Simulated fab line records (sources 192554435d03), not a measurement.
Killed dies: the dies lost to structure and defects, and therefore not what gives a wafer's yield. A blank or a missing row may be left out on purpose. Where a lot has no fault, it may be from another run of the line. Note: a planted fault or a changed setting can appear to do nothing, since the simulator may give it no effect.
fab line records	flow n5-finfet
record lots=10	wafers=28	last-day=20
route steps=1938 shown BEOL_M0_SAQP@662 BEOL_M4@1111 PASSIVATION@1936
lots untouched by any fault: they come from a run of this same line in which no faults occurred
start-h: hours from the record's first day to the start of the lot's first wafer shown	wait-h: how many hours have passed since the lot's step before this one	" as in the row above	L1.1+2: several wafers, shown together as one row	- no value, or no start was given	* or withheld: withheld	< > ~ a bound
route shown NAME@n: NAME is a module with steps in the file, n the number in the route of the first one	usual: the fault-free wafers' mean and standard deviation	same: alike in all rows	chamber/n: place in a boat	sites: per-site readings	_std_site: standard deviation of those values	_edge_site: mean of outer sites minus mean of inner sites	radius-mm: how far each site lies from the wafer's centre	mask NAME#n: copy n	behind: the last tool/chamber to shape the wafer	hold: why the lot went on hold/how many hours it stayed there/how the hold came to an end	device: transistor that didn't switch, given as n, p or np	end of line: at the end of the route, the tests of the same wafers	a step without rows: its recipe alone	killed: count of dies lost to structure and defects at first sort (not the wafer's yield)	map: the dies of a wafer, with x for killed, . for not killed, _ for no die there
set.NAME: the setting that was run; set.NAME@STEP: the one run at that earlier step	model.NAME: the simulator's own value behind a step, which no gauge read
the route's steps for a sample of lots (tables are steps, rows are wafers)
services: the hour from which a tool's chamber was out of use, counted from the record's first day as start-h (under 0 if before that day), plus the number of hours and why
## steps
# step N5_BEOL_M0_SAQP_RECESS_114
# recipe chemistry=HF/NH3	target=SiO2	target-depth-a=144	afs-cycles=3	temp-c=30	sublimation-temp-c=180	sublimation-time-s=60
# usual drypump-motor-current-A=5.84/0.16
lot.wafer	tool	chamber	start-h	wait-h	drypump-motor-current-A
L158.1	vapor-etch-01	0	110.54	0.0	5.90
L158.2	"	1	"	"	5.53
L158.5	"	1	"	"	5.55
L160.2	vapor-etch-01	1	121.30	0.0	5.53
L160.3	"	0	"	"	5.94
L160.5	"	0	"	"	5.90
L161.1	vapor-etch-02	1	132.00	1.6	5.95
L161.4	"	0	"	"	5.92
L161.5	"	1	"	"	5.95
L162.1	vapor-etch-02	1	132.78	0.9	5.98
L162.5	"	1	"	"	6.02
L162.6	"	0	"	"	5.88
L170.2	vapor-etch-01	0	181.45	0.0	5.94
L170.4	"	0	"	"	5.95
L170.6	"	0	"	"	5.91
L171.3	vapor-etch-02	1	184.35	0.1	5.94
L171.4	"	0	"	"	5.81
L171.6	"	0	"	"	5.83
L173.3	vapor-etch-02	1	203.43	0.1	5.95
L173.4	"	0	"	"	5.90
L175.2	vapor-etch-02	0	216.55	0.1	5.91
L175.4	"	1	"	"	5.99
L178.1	vapor-etch-02	0	237.20	0.0	5.87
L178.2	"	1	"	"	5.97
L178.4	"	0	"	"	5.83
L181.1	vapor-etch-01	0	256.16	0.0	5.91
L181.2	"	1	"	"	5.52
L181.6	"	0	"	"	5.87
# step N5_BEOL_M0_SAQP_MANDREL_ETCH_103
# recipe chemistry=HBr/Cl2	target=a-Si	target-depth-a=450	bt-time-s=10	stop-on=SiCN	mask-material=SiO2	over-etch-frac=0.8	time-s=27	pressure-mtorr=10	icp-w=800	bias-w=75	HBr_flow_sccm=150	Cl2_flow_sccm=80	ends=end-point
# usual bias-w=74.98/0.22	drypump-motor-current-A=6.0/0.36	oes-product-au=0.682/0.012	throttle-valve-pct=35.4/0.34
lot.wafer	tool	chamber	start-h	wait-h	bias-w	drypump-motor-current-A	oes-product-au	rf-hours-counter-h	throttle-valve-pct
L158.1	rie-si-02	3	112.09	0.0	75.59	5.9	0.668	49	35.2
L158.2	"	2	"	"	74.89	6.4	0.675	185	35.3
L158.5	"	2	"	"	74.86	6.4	0.668	-	35.3
L160.2	rie-si-03	0	122.60	0.0	74.54	5.8	0.680	190	36.1
L160.3	"	3	"	"	75.27	5.2	0.662	37	35.3
L160.5	"	3	"	"	75.23	5.2	0.667	-	35.3
L161.1	rie-si-04	2	133.31	0.0	75.02	6.3	0.684	112	35.1
L161.4	"	3	"	"	74.93	5.8	0.663	64	35.6
L161.5	"	3	"	"	75.34	5.8	0.662	-	35.6
L162.1	rie-si-03	3	134.01	0.0	75.33	5.2	0.663	37	35.3
L162.5	"	2	"	"	74.87	5.9	0.686	-	35.4
L162.6	"	1	"	"	74.99	6.0	0.680	-	35.2
L170.2	rie-si-03	3	182.74	0.0	75.41	5.2	0.673	38	35.3
L170.4	"	2	"	"	74.88	5.9	0.697	-	35.4
L170.6	"	1	"	"	74.76	6.0	0.691	-	35.2
L171.3	rie-si-03	1	185.47	0.0	74.52	6.0	0.680	61	35.2
L171.4	"	1	"	"	74.90	6.1	0.692	-	35.2
L171.6	"	2	"	"	74.68	5.9	0.695	-	35.4
L173.3	rie-si-04	2	204.64	0.0	74.77	6.3	0.676	113	35.2
L173.4	"	3	"	"	74.85	5.8	0.669	65	35.6
L175.2	rie-si-02	2	217.87	0.0	75.19	6.4	0.684	187	35.3
L175.4	"	1	"	"	74.78	6.6	0.686	29	35.2
L178.1	rie-si-02	0	238.82	0.0	74.74	5.8	0.705	106	34.9
L178.2	"	3	"	"	74.73	5.9	0.669	51	35.1
L178.4	"	0	"	"	74.84	5.8	0.700	-	34.9
L181.1	rie-si-02	1	257.96	0.0	75.17	6.6	0.679	30	35.2
L181.2	"	2	"	"	74.76	6.4	0.676	0	35.2
L181.6	"	0	"	"	75.06	5.8	0.702	-	34.9
# step N5_BEOL_M0_SAQP_RECESS_104
# recipe chemistry=HF/NH3	target=SiO2	target-depth-a=180	afs-cycles=3	temp-c=30	sublimation-temp-c=180	sublimation-time-s=60
# usual drypump-motor-current-A=5.82/0.18
lot.wafer	tool	chamber	start-h	wait-h	drypump-motor-current-A
L158.1	vapor-etch-01	1	112.17	0.1	5.52
L158.2	"	0	"	"	5.95
L158.5	"	1	"	"	5.53
L160.2	vapor-etch-02	0	122.68	0.1	5.85
L160.3	"	1	"	"	5.92
L160.5	"	0	"	"	5.84
L161.1	vapor-etch-02	0	133.39	0.1	5.90
L161.4	"	0	"	"	5.88
L161.5	"	1	"	"	5.98
L162.1	vapor-etch-02	0	134.41	0.4	5.88
L162.5	"	0	"	"	5.88
L162.6	"	1	"	"	5.97
L170.2	vapor-etch-01	0	182.83	0.1	5.89
L170.4	"	0	"	"	5.92
L170.6	"	0	"	"	5.95
L171.3	vapor-etch-02	0	185.67	0.2	5.87
L171.4	"	1	"	"	5.97
L171.6	"	0	"	"	5.86
L173.3	vapor-etch-02	1	204.84	0.2	5.93
L173.4	"	0	"	"	5.85
L175.2	vapor-etch-02	1	218.77	0.9	5.97
L175.4	"	0	"	"	5.86
L178.1	vapor-etch-01	0	239.09	0.2	5.91
L178.2	"	1	"	"	5.52
L178.4	"	1	"	"	5.51
L181.1	vapor-etch-01	0	258.04	0.1	5.88
L181.2	"	1	"	"	5.53
L181.6	"	0	"	"	5.87
# step N5_BEOL_M0_SAQP_SPACER2_ALD_26
# recipe material=SiO2	target-thk-a=150	temp-c=300	ald-precursor-family=BDEAS	ald-co-reactant=O2-plasma	pulse-time-s=1	purge-time-s=2	co-reactant-purge-time-s=2	pressure-torr=2
# usual heater-power-w=474/35	precursor-pulse-height-rel=0.999/0.021
lot.wafer	tool	chamber	start-h	wait-h	heater-power-w	precursor-pulse-height-rel
L158.1	ald-sin-03	1	112.97	0.1	457	0.980
L158.2	"	2	"	"	488	1.013
L158.5	"	0	"	"	481	1.001
L160.2	ald-sin-04	1	123.56	0.1	439	1.013
L160.3	"	2	"	"	422	0.986
L160.5	"	2	"	"	426	0.982
L161.1	ald-sin-02	3	134.43	0.1	529	1.021
L161.4	"	1	"	"	488	0.998
L161.5	"	1	"	"	502	0.983
L162.1	ald-sin-02	1	135.16	0.1	490	0.955
L162.5	"	3	"	"	522	1.022
L162.6	"	0	"	"	518	1.023
L170.2	ald-sin-03	1	183.58	0.1	462	1.013
L170.4	"	3	"	"	518	0.969
L170.6	"	0	"	"	491	1.014
L171.3	ald-sin-02	3	188.43	2.1	513	1.009
L171.4	"	2	"	"	440	1.044
L171.6	"	0	"	"	513	0.988
L173.3	ald-sin-03	1	206.83	1.4	455	1.001
L173.4	"	2	"	"	487	0.989
L175.2	ald-sin-03	0	219.71	0.1	492	0.978
L175.4	"	2	"	"	494	1.020
L178.1	ald-sin-03	3	240.03	0.2	511	0.984
L178.2	"	2	"	"	503	1.025
L178.4	"	1	"	"	448	0.933
L181.1	ald-sin-04	1	259.14	0.3	430	0.990
L181.2	"	0	"	"	491	0.973
L181.6	"	0	"	"	486	0.989
# step N5_BEOL_M0_SAQP_CD_MEAS_29
# recipe target-cd-nm=14.4	landing-energy-ev=1000	detector=se-inlens
# usual cd-nm=15.01/0.21
lot.wafer	tool	chamber	start-h	wait-h	cd-nm
L158.1	cd-sem-02	0	113.72	0.1	14.66
L158.2	"	0	"	"	14.86
L158.5	"	0	"	"	14.89
L160.2	cd-sem-01	0	124.31	0.1	15.28
L160.3	"	0	"	"	14.66
L160.5	"	0	"	"	15.19
L161.1	cd-sem-02	0	135.18	0.1	14.98
L161.4	"	0	"	"	15.05
L161.5	"	0	"	"	14.99
L162.1	cd-sem-02	0	135.91	0.1	15.11
L162.5	"	0	"	"	15.07
L162.6	"	0	"	"	15.01
L170.2	cd-sem-02	0	184.33	0.1	14.81
L170.4	"	0	"	"	14.91
L170.6	"	0	"	"	15.30
L171.3	cd-sem-03	0	189.18	0.1	15.01
L171.4	"	0	"	"	14.84
L171.6	"	0	"	"	15.10
L173.3	cd-sem-02	0	207.58	0.1	6.29
L173.4	"	0	"	"	15.01
L175.2	cd-sem-03	0	220.62	0.1	6.10
L175.4	"	0	"	"	14.94
L178.1	cd-sem-03	0	240.78	0.1	15.06
L178.2	"	0	"	"	6.43
L178.4	"	0	"	"	15.12
L181.1	cd-sem-01	0	260.02	0.1	14.99
L181.2	"	0	"	"	15.03
L181.6	"	0	"	"	14.88
# step N5_BEOL_M4_RC_MEAS_101
# usual DIBL_N=35.9/1.2	DIBL_P=35.9/1.4	IOFF_N=0.149/0.02	IOFF_P=0.205/0.022	ION_N=671/8.8	ION_P=461/5.9	SS_N=71.4/0.51	SS_P=73.2/0.56	VT_N=250.6/2.5	VT_P=-250.1/2.3
lot.wafer	tool	chamber	start-h	wait-h	DIBL_N[mV/V]	DIBL_P[mV/V]	IOFF_N[nA/um]	IOFF_P[nA/um]	ION_N[uA/um]	ION_P[uA/um]	SS_N[mV/dec]	SS_P[mV/dec]	VT_N[mV]	VT_P[mV]
L158.1	prober-02	0	204.64	0.0	36.5	36.9	0.162	0.193	686	462	72.0	73.3	248.0	-252.3
L158.2	"	0	"	"	38.0	38.1	0.178	0.207	679	459	71.9	73.8	248.6	-251.2
L158.5	"	0	"	"	37.0	37.4	0.166	0.195	680	453	71.1	73.3	246.5	-253.0
L160.2	prober-01	0	214.70	0.2	35.4	34.4	0.140	0.211	667	460	71.2	73.0	250.7	-247.5
L160.3	"	0	"	"	33.3	32.3	0.110	0.177	657	453	70.9	72.9	254.6	-249.7
L160.5	"	0	"	"	34.8	34.4	0.138	0.211	667	460	70.9	72.8	249.5	-247.5
L161.1	prober-02	0	241.54	0.0	37.0	37.7	0.184	0.238	672	458	71.2	73.6	248.2	-247.7
L161.4	"	0	"	"	35.5	36.1	0.155	0.216	674	463	70.7	73.3	249.1	-250.2
L161.5	"	0	"	"	38.0	38.8	0.207	0.269	686	467	72.1	73.7	248.1	-247.6
L162.1	prober-02	0	243.12	0.0	33.7	35.3	0.114	0.181	653	453	70.9	73.1	253.2	-251.4
L162.5	"	0	"	"	35.6	38.1	0.147	0.214	666	458	72.0	73.2	251.1	-251.1
L162.6	"	0	"	"	34.3	35.7	0.121	0.177	650	452	71.3	72.8	255.3	-254.3
L170.2	prober-02	0	269.31	0.2	35.5	33.2	0.119	0.190	652	458	70.8	71.9	253.3	-250.8
L170.4	"	0	"	"	34.5	31.5	0.107	0.169	653	462	70.2	71.6	254.1	-251.5
L170.6	"	0	"	"	36.6	34.0	0.129	0.198	656	460	70.9	71.9	253.5	-250.2
L171.3	prober-02	0	284.77	0.3	33.5	33.7	0.108	0.159	654	454	71.1	73.4	256.5	-254.7
L171.4	"	0	"	"	35.2	35.4	0.131	0.183	670	462	71.8	73.5	252.5	-251.4
L171.6	"	0	"	"	34.5	34.5	0.119	0.166	658	451	70.7	72.6	253.0	-255.3
L173.4	prober-01	0	288.41	0.5	34.1	34.7	0.130	0.176	678	464	70.8	72.4	250.4	-251.6
L175.4	prober-01	0	297.99	0.5	36.0	37.1	0.156	0.198	672	458	70.9	73.2	249.8	-249.9
L178.1	prober-02	0	330.64	0.0	37.6	38.1	0.177	0.246	681	469	72.0	74.1	250.7	-247.8
L178.4	"	0	"	"	37.9	37.0	0.177	0.225	677	460	71.4	74.0	248.0	-248.2
L181.1	prober-02	0	360.66	0.0	37.5	35.7	0.171	0.244	680	473	71.2	74.4	247.1	-247.2
L181.2	"	0	"	"	36.5	34.1	0.145	0.216	664	461	71.5	74.0	249.7	-248.4
L181.6	"	0	"	"	36.1	34.7	0.144	0.222	673	470	71.0	73.2	249.8	-246.4
# step N5_PASSIVATION_PROBE_49
# usual defect-limited-yield=91.1/1.4	killed_at_M0_to_M3=34/10	killed_at_M4_up=14/5.5	killed-at-contacts=12/5.1	killed-at-front-end=41/12	killed-at-other=4/3.1	killed-dies=105/17	killed-on-rim=13/3.7	killed-open=70/13	killed-short=33/7.6	sort_bin_5_function=5.3/0.98	sort_bin_6_memory=3.3/0.67	sort_bin_8_speed=0.00/0.007	sort-n-pass=1075/17	sort-yield-pct=91.1/1.4
# same gross-dies=1180	killed-at-back-side=0	sort_bin_4_leakage[%]=0
lot.wafer	tool	chamber	start-h	wait-h	defect-limited-yield[%]	killed_at_M0_to_M3	killed_at_M4_up	killed-at-contacts	killed-at-front-end	killed-at-other	killed-dies	killed-on-rim	killed-open	killed-short	sort_bin_5_function[%]	sort_bin_6_memory[%]	sort_bin_8_speed[%]	sort-n-pass	sort-yield-pct[%]
L161.1	prober-02	-	341.24	0.0	88.6	30	11	10	79	5	135	12	93	41	6.9	4.2	0	1045	88.6
L161.4	prober-02	-	341.39	0.2	91.4	36	8	11	42	4	101	11	66	35	4.3	3.9	0	1079	91.4
L161.5	prober-02	-	341.44	0.2	90.1	33	15	13	54	2	117	17	82	32	5.5	4.1	0	1063	90.1
L173.3	prober-02	-	392.79	0.1	0	1104	20	11	45	0	1180	152	61	32	5.0	2.9	0	0	0
L173.4	prober-02	-	392.84	0.2	91.4	31	11	21	37	1	101	19	72	28	4.6	3.6	0	1079	91.4
L171.3	prober-01	-	394.23	0.1	92.5	14	10	24	39	1	88	14	48	40	4.1	3.1	0	1092	92.5
L171.4	prober-01	-	394.28	0.2	93.4	19	9	7	37	6	78	5	44	34	3.8	2.5	0	1102	93.4
L171.6	prober-01	-	394.38	0.3	91.7	35	9	12	35	7	98	12	63	35	5.4	2.7	0	1082	91.7
L175.2	prober-01	-	408.98	0.1	0	1110	24	18	26	2	1180	152	68	41	5.9	3.1	0	0	0
L175.4	prober-01	-	409.08	0.2	91.0	38	13	8	46	1	106	10	69	34	5.5	3.1	0	1074	91.0
L178.1	prober-02	-	437.63	0.0	90.3	33	12	23	44	3	115	21	79	35	6.4	3.1	0	1065	90.3
L178.2	prober-02	-	437.68	0.1	0	1105	12	16	45	2	1180	152	69	38	4.9	4.0	0	0	0
L178.4	prober-02	-	437.78	0.2	92.0	32	11	13	32	6	94	11	60	33	4.3	3.0	0	1086	92.0
# killed by level:class
L161.1 FIN_SAQP:geometric-particle:open=22 STI_FIN_REVEAL:geometric-particle:open=18 MOL_CONTACT_COAG:geometric-particle:open=9 BEOL_M0_SAQP:geometric-particle:open=8 FIN_SAQP:geometric-particle:short=7 SPACER0:geometric-particle:short=7 BEOL_M2:geometric-particle:open=7 GATE_CUT:geometric-particle:short=6
L161.4 DUMMY_GATE:geometric-particle:open=10 BEOL_M0_SAQP:geometric-particle:short=9 BEOL_M3:geometric-particle:open=9 MOL_CONTACT_COAG:geometric-particle:open=8 BEOL_M2:geometric-particle:open=7 BEOL_M0_SAQP:geometric-particle:open=6 GATE_CUT:geometric-particle:short=5 FIN_SAQP:geometric-particle:open=4
L161.5 BEOL_M2:geometric-particle:open=14 MOL_CONTACT_COAG:geometric-particle:open=12 STI_FIN_REVEAL:geometric-particle:open=10 DUMMY_GATE:geometric-particle:open=10 FIN_SAQP:geometric-particle:open=9 FIN_SAQP:geometric-particle:short=7 BEOL_M0_SAQP:geometric-particle:short=5 BEOL_M4:geometric-particle:short=5
L173.3 BEOL_M0_SAQP:area-ald=1085 STI_FIN_REVEAL:geometric-particle:open=10 MOL_CONTACT_COAG:geometric-particle:open=10 FIN_SAQP:geometric-particle:short=7 STI_FIN_REVEAL:geometric-particle:short=6 BEOL_M0_SAQP:geometric-particle:short=6 BEOL_M1:geometric-particle:open=6 BEOL_M4:geometric-particle:open=6
L173.4 MOL_CONTACT_COAG:geometric-particle:open=18 STI_FIN_REVEAL:geometric-particle:open=15 FIN_SAQP:geometric-particle:open=7 BEOL_M3:geometric-particle:open=6 BEOL_M0_SAQP:geometric-particle:open=5 BEOL_M2:geometric-particle:open=5 STI_FIN_REVEAL:geometric-particle:short=4 BEOL_M1:geometric-particle:open=4
L171.3 MOL_CONTACT_COAG:geometric-particle:open=18 FIN_SAQP:geometric-particle:short=8 GATE_CUT:geometric-particle:short=7 FIN_SAQP:geometric-particle:open=6 MOL_CONTACT_COAG:geometric-particle:short=6 STI_FIN_REVEAL:geometric-particle:short=4 STI_FIN_REVEAL:geometric-particle:open=4 STARTING-WAFER:geometric-particle:short=4
L171.4 FIN_SAQP:geometric-particle:short=10 BEOL_M0_SAQP:geometric-particle:short=9 MOL_CONTACT_COAG:geometric-particle:open=7 FIN_SAQP:geometric-particle:open=6 STI_FIN_REVEAL:geometric-particle:open=4 GATE_CUT:geometric-particle:short=4 GATE_CUT:geometric-particle:open=4 BEOL_M0_SAQP:geometric-particle:open=3
L171.6 BEOL_M2:geometric-particle:open=12 FIN_SAQP:geometric-particle:open=11 MOL_CONTACT_COAG:geometric-particle:open=9 STI_FIN_REVEAL:geometric-particle:open=6 BEOL_M0_SAQP:geometric-particle:short=6 FIN_SAQP:geometric-particle:short=5 STI_FIN_REVEAL:geometric-particle:short=5 BEOL_M0_SAQP:geometric-particle:open=5
L175.2 BEOL_M0_SAQP:area-ald=1068 BEOL_M0_SAQP:geometric-particle:short=18 BEOL_M0_SAQP:geometric-particle:open=17 MOL_CONTACT_COAG:geometric-particle:open=13 BEOL_M4:geometric-particle:open=12 STI_FIN_REVEAL:geometric-particle:open=7 FIN_SAQP:geometric-particle:short=5 MOL_CONTACT_COAG:geometric-particle:short=5
L175.4 STI_FIN_REVEAL:geometric-particle:open=15 BEOL_M0_SAQP:geometric-particle:open=15 BEOL_M0_SAQP:geometric-particle:short=10 FIN_SAQP:geometric-particle:short=8 MOL_CONTACT_COAG:geometric-particle:open=6 BEOL_M2:geometric-particle:open=6 FIN_CUT:geometric-particle:short=4 STARTING-WAFER:geometric-particle:open=4
L178.1 MOL_CONTACT_COAG:geometric-particle:open=20 FIN_SAQP:geometric-particle:open=14 BEOL_M0_SAQP:geometric-particle:short=12 BEOL_M2:geometric-particle:open=9 BEOL_M0_SAQP:geometric-particle:open=8 STI_FIN_REVEAL:geometric-particle:open=7 GATE_CUT:geometric-particle:short=5 FIN_SAQP:geometric-particle:short=4
L178.2 BEOL_M0_SAQP:area-ald=1072 FIN_SAQP:geometric-particle:open=17 MOL_CONTACT_COAG:geometric-particle:open=12 BEOL_M2:geometric-particle:open=9 FIN_SAQP:geometric-particle:short=8 BEOL_M1:geometric-particle:open=6 BEOL_M0_SAQP:geometric-particle:short=5 STI_FIN_REVEAL:geometric-particle:open=4
L178.4 FIN_SAQP:geometric-particle:open=9 MOL_CONTACT_COAG:geometric-particle:open=8 FIN_SAQP:geometric-particle:short=6 BEOL_M2:geometric-particle:open=6 BEOL_M1:geometric-particle:open=5 MOL_CONTACT_COAG:geometric-particle:short=5 BEOL_M0_SAQP:geometric-particle:open=5 DUMMY_GATE:geometric-particle:open=4
## services
tool	chamber	start-h	hours	kind
ald-sin-03	-	90.63	0.3	repair
ald-sin-03	0	99.25	-	clean
ald-sin-03	1	99.25	-	clean
ald-sin-03	2	99.25	-	clean
ald-sin-03	3	99.25	-	clean
rie-si-03	1	120.88	3.4	repair
vapor-etch-01	-	129.61	14.6	pm
ald-sin-04	-	136.70	1.3	repair
ald-sin-02	3	140.63	5.9	repair
vapor-etch-02	-	167.52	14.6	pm
ald-sin-04	-	174.53	2.8	pm
rie-si-04	-	178.23	15.6	pm
rie-si-03	0	180.18	-	clean
rie-si-03	0	180.18	17.9	scheduled-down
rie-si-03	0	180.18	17.9	vent-cycle
ald-sin-03	2	183.02	6.6	repair
rie-si-04	0	195.95	7.9	repair
rie-si-02	-	196.96	0.4	repair
ald-sin-02	-	208.55	2.8	pm
rie-si-02	2	224.00	-	clean
rie-si-03	2	236.27	20.9	repair
ald-sin-04	-	237.41	0.4	repair
rie-si-02	3	241.80	4.4	repair
rie-si-02	-	246.94	1.8	repair
## key
first-sign step=N5_BEOL_M0_SAQP_CD_MEAS_29	reading=cd-nm	direction=down	sigmas=41	usual=15.01	struck=6.27
effect step=N5_PASSIVATION_PROBE_49	reading=killed_at_M0_to_M3	direction=up	sigmas=99+	usual=34	struck=1106
more-kills-born-at N5_BEOL_M0_SAQP_SPACER2_ALD_26@ald-sin-03=3225
met-at N5_BEOL_M0_SAQP_SPACER2_ALD_26
struck-lots L173,L175,L178
struck-wafers L173.3,L175.2,L178.2
later-rows-left-out L173.3,L175.2,L178.2
not-acting-at N5_BEOL_M0_SAQP_RECESS_114,N5_BEOL_M0_SAQP_MANDREL_ETCH_103,N5_BEOL_M0_SAQP_RECESS_104
onset-between 183.58 206.83
fault kind=process-parameter-drift	tool=ald-sin-03	chamber=-	onset-h=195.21	steps=N5_BEOL_M0_SAQP_SPACER2_ALD_26	channel=target-thk-a	offset=*	shape=step	end-h=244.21	scope=struck-wafers-only	acts-in=*	stated=*
# later-rows-left-out: the simulator's readings of these wafers behind a module that went badly wrong aren't trusted and aren't shown, but for the sort
